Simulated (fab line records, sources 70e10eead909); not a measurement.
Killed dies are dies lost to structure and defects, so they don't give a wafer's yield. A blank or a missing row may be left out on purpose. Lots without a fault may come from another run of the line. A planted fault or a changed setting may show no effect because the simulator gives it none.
A struck lot beside a sound one | flow nand_harc | 14 steps out of a route of 1302
Sound: wafers L903.2, L903.3, L903.6. Struck: wafers L920.1, L920.2, L920.3. The cause comes at the end.
At each step with rows: each side's tool, then ch and its chambers, then its first start. Under that, the readings that differ: sound wafers | struck wafers | difference of the means | sigmas: that difference in standard deviations of wafers without a fault.
alike: readings whose means differ by less than 2 such deviations, and words and numbers that are the same on both sides. not compared: withheld readings, readings that some wafer has no value for, bounds like >300 that may hide the same value, and numbers for which the record gives no deviation and whose values overlap.
The two part at a step that has a row with sigmas, a row that says differs or no value, or rows on one side only. Numbers that don't overlap but have no deviation are shown without sigmas and don't part them. A reading that every wafer of one side lacks parts them only if that side has two wafers or more.

first, 1 step without rows for these wafers: NHARC_A_ONON_D1_DEP_00 (target thk 1000 nm).
NHARC_A_ONON_D1_THK_MEAS_02: measures by ellipsometry.
  sound on film_metro-02, day 7 19:21; struck on film_metro-01, day 15 08:32
  alike: thk_nm
then, 1 step without rows for these wafers: NHARC_A_ONON_D1_DEP_03 (target thk 1000 nm).
NHARC_A_ONON_D1_THK_MEAS_05: measures by ellipsometry.
  sound on film_metro-01, day 7 19:56; struck on film_metro-01, day 15 09:06
  alike: thk_nm
then, 1 step without rows for these wafers: NHARC_A_ONON_D1_DEP_06 (target thk 1000 nm).
NHARC_A_ONON_D1_THK_MEAS_08: measures by ellipsometry.
  sound on film_metro-02, day 7 20:29; struck on film_metro-02, day 15 09:40
  reading     | sound       | struck         | difference | sigmas
  thk_nm (nm) | 983 985 986 | 1015 1016 1015 | +31        | +3
then, 1 step without rows for these wafers: NHARC_A_ONON_D1_DEP_09 (target thk 1000 nm).
NHARC_A_ONON_D1_THK_MEAS_11: measures by ellipsometry.
  sound on film_metro-01, day 7 21:04; struck on film_metro-01, day 15 10:14
  alike: thk_nm
then, 1 step without rows for these wafers: NHARC_A_ONON_D1_DEP_12 (target thk 1000 nm).
NHARC_A_ONON_D1_THK_MEAS_14: measures by ellipsometry.
  sound on film_metro-02, day 7 21:38; struck on film_metro-01, day 15 10:47
  reading     | sound       | struck         | difference | sigmas
  thk_nm (nm) | 983 982 981 | 1011 1012 1012 | +30        | +3
then, 1 step without rows for these wafers: NHARC_A_ONON_D1_ANNEAL_15 (time 3600 s).
NHARC_A_ONON_D1_DEP_16: target thk 1000 nm.
  sound on pecvd_onon-02 ch 0, day 8 07:38; struck on pecvd_onon-02 ch 0, day 15 18:05
NHARC_A_ONON_D1_THK_MEAS_18: measures by ellipsometry.
  sound on film_metro-02, day 8 08:06; struck on film_metro-02, day 15 18:46
  reading     | sound          | struck         | difference | sigmas
  thk_nm (nm) | 1004 1003 1000 | 1460 1460 1459 | +457       | +65
  not compared: hold
then, 1 step without rows for these wafers: NHARC_END_SORT_01.

WHERE THEY PART
First at NHARC_A_ONON_D1_THK_MEAS_08; last, within this record, at NHARC_A_ONON_D1_THK_MEAS_18.

WHY: what the simulator had put in
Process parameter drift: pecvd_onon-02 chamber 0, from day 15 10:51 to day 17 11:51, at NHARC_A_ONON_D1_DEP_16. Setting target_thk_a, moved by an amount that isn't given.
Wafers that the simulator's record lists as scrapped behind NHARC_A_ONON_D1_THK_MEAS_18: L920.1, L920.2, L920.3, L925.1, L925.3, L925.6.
